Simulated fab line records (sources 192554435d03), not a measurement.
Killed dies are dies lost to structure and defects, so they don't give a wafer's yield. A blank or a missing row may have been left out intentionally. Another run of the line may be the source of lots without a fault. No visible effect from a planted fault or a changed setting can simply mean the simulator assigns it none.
fab line records	flow n5-finfet
record lots=14	wafers=42	last-day=17
route steps=1938 shown BEOL_M11@1573 BEOL_M12@1610
lots that met no fault: from a run of the same line without faults
start-h: hours from the record's opening day to when the first of the lot's shown wafers began	wait-h: hours since the lot's step before	" repeats the value in the row above	L1.1+2: one row covering several wafers at once	- no value present, or no start provided	* or withheld: withheld	< > ~ a bound
route shown NAME@n: a module of which the file shows steps, and the number in the route of the first	usual: average and standard deviation across the fault-free wafers	same: alike in all rows	chamber/n: place in a boat	sites: per-site readings	_std_site: how widely they spread, as a standard deviation	_edge_site: outer sites' mean less inner sites'	radius-mm: how far each site lies from the wafer's centre	mask NAME#n: copy n	behind: the tool/chamber that last shaped the wafer	hold: cause of the lot's hold/its duration in hours/its outcome	device: names the non-switching transistor (n, p or np)	end of line: the route-end tests of the same wafers	for a step that has no rows: nothing shown but its recipe	killed: the dies lost at the first sort to structure and to defects; this is not the yield of the wafer	map: dies across one wafer; x = killed, . = not, _ = none there
set.NAME: the setting the step ran with; set.NAME@STEP: the setting that earlier step ran with	model.NAME: the simulator's own value behind a step, which no gauge read
a sample of lots followed through the steps of the route, with each step as a table and each wafer as a row
services: from which hour (start-h, from the record's first day; less than 0 if before it) a tool's chamber was out of use, for how many hours, and why
## steps
# step N5_BEOL_M11_ETCH_66
# recipe chemistry=N2/H2	target=SOC	target-depth-a=1200	overetch-a=240	mask-material=SiARC	temp-c=40	time-s=180	ion-energy-ev=200	pressure-mtorr=30	source-w=840	bias-w=150	n2-flow-sccm=200	h2-flow-sccm=200
# usual drypump-motor-current-A=5.6/0.5	oes-product-au=0.66/0.052	rf-vpp-V=524.5/2.3	showerhead-plenum-p-Torr=2.56/0.081	throttle-valve-pct=17.70/0.16
# same time-s=180
lot.wafer	tool	chamber	start-h	wait-h	drypump-motor-current-A	oes-product-au	rf-hours-counter-h	rf-vpp-V	showerhead-plenum-p-Torr	throttle-valve-pct
L710.2	rie-diel-01	0	229.68	0.0	5.8	0.67	61	527.3	2.68	17.83
L710.3	"	2	"	"	4.9	0.65	95	521.2	2.46	17.47
L710.4	"	3	"	"	5.5	0.70	49	524.8	2.58	17.66
L711.1	rie-diel-01	0	241.73	0.0	5.8	0.66	65	527.4	2.68	17.84
L711.4	"	3	"	"	5.5	0.70	53	525.6	2.58	17.68
L711.5	"	0	"	"	5.8	0.66	-	528.3	2.68	17.82
L713.2	rie-diel-03	3	244.36	0.0	5.7	0.71	45	525.2	2.58	17.68
L713.3	"	2	"	"	6.4	0.68	55	526.9	2.71	17.71
L713.4	"	2	"	"	6.4	0.68	-	528.6	2.71	17.70
L715.1	rie-diel-01	0	244.52	0.0	5.8	0.66	66	527.7	2.68	17.83
L715.4	"	3	"	"	5.5	0.69	53	525.2	2.58	17.67
L715.6	"	0	"	"	5.8	0.66	-	527.1	2.68	17.83
L714.1	rie-diel-01	2	249.38	0.0	4.9	0.65	101	522.9	2.46	17.46
L714.4	"	3	"	"	5.5	0.69	55	525.4	2.58	17.65
L714.5	"	3	"	"	5.5	0.69	-	525.8	2.58	17.67
L716.3	rie-diel-03	1	267.20	0.0	6.6	0.58	230	525.6	2.61	17.91
L716.4	"	2	"	"	6.4	0.68	63	528.6	2.70	17.72
L716.5	"	0	"	"	5.7	0.72	-	521.7	2.49	17.32
L718.1	rie-diel-01	2	273.42	0.0	4.9	0.64	109	520.7	2.45	17.48
L718.4	"	1	"	"	5.7	0.62	165	523.7	2.54	17.80
L718.6	"	3	"	"	5.5	0.68	-	524.0	2.57	17.68
L717.3	rie-diel-01	0	276.66	0.0	5.8	0.65	76	528.2	2.67	17.84
L717.5	"	0	"	"	5.8	0.66	-	528.1	2.67	17.85
L717.6	"	3	"	"	5.5	0.68	-	523.9	2.57	17.68
L719.1	rie-diel-02	1	281.97	0.0	5.8	0.75	17	523.1	2.49	17.79
L719.4	"	0	"	"	6.1	0.59	-	526.8	2.65	17.64
L719.5	"	2	"	"	5.1	0.63	-	521.0	2.45	17.84
L720.1	rie-diel-02	1	308.51	0.0	5.8	0.73	26	523.2	2.49	17.84
L720.2	"	3	"	"	4.9	0.75	7	525.6	2.59	17.56
L720.6	"	0	"	"	6.1	0.59	-	526.9	2.64	17.67
L723.1	rie-diel-03	3	316.87	0.0	5.7	0.67	68	526.0	2.57	17.73
L723.2	"	2	"	"	6.4	0.66	79	528.7	2.70	17.75
L723.3	"	0	"	"	5.7	0.71	56	522.1	2.48	17.32
L726.2	rie-diel-02	2	329.73	0.0	5.1	0.62	127	521.7	2.45	17.87
L726.3	"	0	"	"	6.1	0.58	191	525.7	2.64	17.68
L726.6	"	1	"	"	5.8	0.72	-	522.7	2.48	17.84
L729.1	rie-diel-01	3	338.89	0.0	5.5	0.66	83	525.7	2.57	17.71
L729.5	"	1	"	"	5.7	0.59	-	522.3	2.53	17.85
L729.6	"	0	"	"	5.8	0.65	-	527.6	2.67	17.87
L732.1	rie-diel-03	2	365.51	0.0	6.4	0.65	92	527.5	2.69	17.76
L732.3	"	1	"	"	6.6	0.79	1	524.9	2.60	17.50
L732.6	"	1	"	"	6.6	0.79	-	526.8	2.60	17.50
# step N5_BEOL_M11_STRIP_77
# recipe chemistry=N2/H2	time-s=10	power-w=450	temp-c=40	pressure-mtorr=20	rf-frequency-hz=6e+07	bias-power-w=7	n2-flow-sccm=200	h2-flow-sccm=200
# usual bias-power-w=7.001/0.022	drypump-motor-current-A=5.6/0.5	oes-product-au=0.82/0.068	rf-vpp-V=59.3/0.91	showerhead-plenum-p-Torr=2.56/0.081	throttle-valve-pct=23.50/0.17
# same time-s=10
lot.wafer	tool	chamber	start-h	wait-h	bias-power-w	drypump-motor-current-A	oes-product-au	rf-hours-counter-h	rf-vpp-V	showerhead-plenum-p-Torr	throttle-valve-pct
L710.2	rie-diel-01	0	-	-	7.040	5.8	0.83	62	58.6	2.68	23.64
L710.3	"	2	"	"	6.983	4.9	0.81	95	59.7	2.45	23.17
L710.4	"	3	"	"	7.027	5.5	0.87	49	57.9	2.58	23.48
L711.1	rie-diel-01	0	-	-	6.938	5.8	0.83	65	60.5	2.68	23.64
L711.4	"	3	"	"	7.020	5.6	0.87	53	60.2	2.58	23.51
L711.5	"	0	"	"	6.957	5.8	0.82	-	59.4	2.68	23.64
L713.2	rie-diel-03	3	-	-	6.988	5.8	0.87	45	60.0	2.58	23.52
L713.3	"	2	"	"	6.984	6.4	0.86	55	58.5	2.70	23.52
L713.4	"	2	"	"	7.013	6.4	0.84	-	59.9	2.70	23.54
L715.1	rie-diel-01	0	-	-	6.996	5.8	0.82	66	60.0	2.68	23.64
L715.4	"	3	"	"	6.970	5.6	0.85	53	59.8	2.57	23.50
L715.6	"	0	"	"	7.000	5.8	0.82	-	59.3	2.68	23.64
L714.1	rie-diel-01	2	-	-	7.027	4.9	0.81	101	58.7	2.45	23.17
L714.4	"	3	"	"	7.027	5.5	0.87	56	60.6	2.57	23.51
L714.5	"	3	"	"	7.007	5.5	0.86	-	59.2	2.57	23.50
L716.3	rie-diel-03	1	-	-	7.008	6.6	0.70	230	60.9	2.61	23.63
L716.4	"	2	"	"	7.003	6.4	0.84	63	58.3	2.70	23.54
L716.5	"	0	"	"	6.987	5.7	0.89	-	59.6	2.48	23.10
L718.1	rie-diel-01	2	-	-	6.983	4.9	0.80	109	59.2	2.45	23.18
L718.4	"	1	"	"	7.002	5.7	0.75	165	60.8	2.54	23.62
L718.6	"	3	"	"	6.988	5.5	0.85	-	60.7	2.57	23.51
L717.3	rie-diel-01	0	-	-	7.054	5.8	0.81	77	60.6	2.67	23.66
L717.5	"	0	"	"	7.038	5.8	0.82	-	58.9	2.67	23.65
L717.6	"	3	"	"	7.044	5.5	0.85	-	59.5	2.57	23.51
L719.1	rie-diel-02	1	-	-	7.000	5.8	0.94	17	60.2	2.49	23.59
L719.4	"	0	"	"	6.951	6.1	0.73	-	58.1	2.64	23.54
L719.5	"	2	"	"	7.022	5.1	0.78	-	59.1	2.45	23.66
L720.1	rie-diel-02	1	-	-	6.993	5.8	0.91	26	58.8	2.48	23.61
L720.2	"	3	"	"	7.022	4.9	0.95	7	61.2	2.59	23.26
L720.6	"	0	"	"	7.014	6.1	0.73	-	59.7	2.64	23.53
L723.1	rie-diel-03	3	-	-	7.013	5.8	0.83	68	60.6	2.57	23.55
L723.2	"	2	"	"	6.998	6.4	0.82	79	60.8	2.69	23.55
L723.3	"	0	"	"	7.018	5.7	0.87	56	57.9	2.48	23.12
L726.2	rie-diel-02	2	-	-	7.004	5.1	0.78	127	59.7	2.44	23.67
L726.3	"	0	"	"	6.983	6.1	0.73	191	60.3	2.64	23.54
L726.6	"	1	"	"	6.970	5.8	0.91	-	58.5	2.48	23.62
L729.1	rie-diel-01	3	-	-	7.032	5.5	0.83	84	58.8	2.56	23.54
L729.5	"	1	"	"	7.010	5.7	0.74	-	59.4	2.53	23.64
L729.6	"	0	"	"	7.010	5.8	0.79	-	60.7	2.66	23.67
L732.1	rie-diel-03	2	-	-	7.024	6.4	0.80	92	59.6	2.69	23.58
L732.3	"	1	"	"	6.971	6.6	0.98	1	58.8	2.60	23.28
L732.6	"	1	"	"	6.986	6.6	0.98	-	59.5	2.60	23.29
# step N5_BEOL_M12_DEVELOP_09
# recipe develop-time-s=45	rinse-liquid=diw	dry=air-spin	dev-temp-c=21
# usual chill-plate-temp-C=23.02/0.11	develop-time-s=45/0	resist-line-temp-C=22.99/0.11
lot.wafer	tool	chamber	start-h	wait-h	chill-plate-temp-C	develop-time-s	resist-line-temp-C
L710.2	litho-track-03	0	233.60	-	23.03	45	23.21
L710.3	"	0	"	"	22.99	45	23.02
L710.4	"	0	"	"	22.87	45	23.07
L711.1	litho-track-03	0	245.94	-	22.97	45	23.10
L711.4	"	0	"	"	22.84	45	23.19
L711.5	"	0	"	"	22.89	45	23.20
L713.2	litho-track-03	0	247.79	-	22.79	45	23.03
L713.3	"	0	"	"	22.77	45	22.81
L713.4	"	0	"	"	22.85	45	22.80
L715.1	litho-track-01	0	247.95	-	23.05	45	23.00
L715.4	"	0	"	"	22.83	45	22.95
L715.6	"	0	"	"	23.02	45	23.03
L714.1	litho-track-01	0	253.93	-	23.17	45	22.90
L714.4	"	0	"	"	23.04	45	23.01
L714.5	"	0	"	"	23.15	45	23.02
L716.3	litho-track-01	0	272.08	-	22.86	45	22.92
L716.4	"	0	"	"	23.01	45	23.11
L716.5	"	0	"	"	22.98	45	22.93
L718.1	litho-track-01	0	278.16	-	22.92	45	22.96
L718.4	"	0	"	"	23.09	45	23.02
L718.6	"	0	"	"	23.02	45	22.97
L717.3	litho-track-03	0	281.13	-	23.17	45	23.06
L717.5	"	0	"	"	23.06	45	22.99
L717.6	"	0	"	"	23.24	45	22.99
L719.1	litho-track-04	0	286.43	-	22.90	45	23.12
L719.4	"	0	"	"	22.92	45	22.98
L719.5	"	0	"	"	23.11	45	22.80
L720.1	litho-track-04	0	313.90	-	23.19	45	23.30
L720.2	"	0	"	"	23.07	45	23.19
L720.6	"	0	"	"	23.05	45	23.11
L723.1	litho-track-01	0	321.54	-	22.85	45	23.10
L723.2	"	0	"	"	23.07	45	23.11
L723.3	"	0	"	"	23.02	45	23.08
L726.2	litho-track-03	-	333.85	-	-	-	-
L726.3	"	-	"	"	-	-	-
L726.6	"	-	"	"	-	-	-
L729.1	litho-track-03	-	342.32	-	-	-	-
L729.5	"	-	"	"	-	-	-
L729.6	"	-	"	"	-	-	-
L732.1	litho-track-04	0	371.06	-	23.08	45	22.90
L732.3	"	0	"	"	23.08	45	22.95
L732.6	"	0	"	"	23.04	45	22.88
# step N5_BEOL_M12_CD_MEAS_10
# recipe target-cd-nm=140	landing-energy-ev=500	detector=se-inlens	polarity=opening
# usual cd-nm=140.3/1.5
lot.wafer	tool	chamber	start-h	wait-h	cd-nm
L710.2	cd-sem-02	0	233.71	-	139.8
L710.3	"	0	"	"	140.1
L710.4	"	0	"	"	141.8
L711.1	cd-sem-03	0	246.05	-	140.1
L711.4	"	0	"	"	139.6
L711.5	"	0	"	"	137.8
L713.2	cd-sem-01	0	247.90	-	141.1
L713.3	"	0	"	"	141.8
L713.4	"	0	"	"	143.1
L715.1	cd-sem-02	0	248.06	-	138.4
L715.4	"	0	"	"	140.0
L715.6	"	0	"	"	140.7
L714.1	cd-sem-01	0	254.04	-	139.0
L714.4	"	0	"	"	138.1
L714.5	"	0	"	"	137.3
L716.3	cd-sem-01	0	272.19	-	140.9
L716.4	"	0	"	"	140.4
L716.5	"	0	"	"	141.9
L718.1	cd-sem-02	0	278.27	-	140.7
L718.4	"	0	"	"	142.1
L718.6	"	0	"	"	142.6
L717.3	cd-sem-02	0	281.25	-	141.4
L717.5	"	0	"	"	142.4
L717.6	"	0	"	"	140.6
L719.1	cd-sem-03	0	286.54	-	140.0
L719.4	"	0	"	"	141.3
L719.5	"	0	"	"	140.9
L720.1	cd-sem-02	0	314.01	-	137.9
L720.2	"	0	"	"	138.9
L720.6	"	0	"	"	138.3
L723.1	cd-sem-03	0	321.65	-	138.4
L723.2	"	0	"	"	138.4
L723.3	"	0	"	"	141.0
L726.2	cd-sem-02	0	333.96	-	-
L726.3	"	0	"	"	-
L726.6	"	0	"	"	-
L729.1	cd-sem-03	0	342.43	-	-
L729.5	"	0	"	"	-
L729.6	"	0	"	"	-
L732.1	cd-sem-03	0	371.17	-	138.2
L732.3	"	0	"	"	139.6
L732.6	"	0	"	"	138.9
## services
tool	chamber	start-h	hours	kind
rie-diel-02	1	210.87	-	clean
rie-diel-02	1	210.87	-	consumable-replace:focus-ring
rie-diel-02	1	210.87	26.1	scheduled-down
rie-diel-02	1	210.87	26.1	vent-cycle
rie-diel-03	3	214.67	3.1	repair
rie-diel-01	0	216.59	1.2	repair
rie-diel-02	-	219.04	0.7	repair
rie-diel-03	2	224.91	9.3	repair
rie-diel-03	0	240.51	12.8	repair
rie-diel-02	3	256.42	2.8	repair
rie-diel-02	3	259.42	-	clean
rie-diel-02	3	259.42	-	consumable-replace:focus-ring
rie-diel-02	2	267.02	6.3	repair
rie-diel-01	0	301.30	18.0	repair
rie-diel-01	2	304.72	3.9	repair
rie-diel-02	-	315.20	0.5	repair
rie-diel-02	2	334.70	5.6	repair
rie-diel-03	1	340.21	-	clean
rie-diel-03	1	340.21	-	consumable-replace:focus-ring
rie-diel-03	1	340.21	20.5	scheduled-down
rie-diel-03	1	340.21	20.5	vent-cycle
rie-diel-03	-	349.76	2.8	pm
rie-diel-03	2	355.42	7.3	repair
rie-diel-02	1	363.63	4.7	repair
## key
first-sign step=N5_BEOL_M12_DEVELOP_09	reading=tool-record	direction=missing
effect none on later readings
met-at N5_BEOL_M12_DEVELOP_09
struck-lots L726,L729
later-rows-left-out L726.2,L726.3,L726.6,L729.1,L729.5,L729.6
sort-left-out L726.2,L726.3,L726.6,L729.1,L729.5,L729.6
not-acting-at N5_BEOL_M11_ETCH_66,N5_BEOL_M11_STRIP_77,N5_BEOL_M12_CD_MEAS_10
onset-between 281.13 333.85
fault kind=skipped-step-whole	tool=litho-track-03	chamber=-	onset-h=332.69	steps=N5_BEOL_M12_DEVELOP_09	scope=struck-lots-only
# sort-left-out: the simulated sort isn't trusted on such a fault, so these wafers' sort isn't shown, and their yield isn't known
# later-rows-left-out: the simulator's readings of these wafers behind a module that went badly wrong aren't trusted and aren't shown, but for the sort
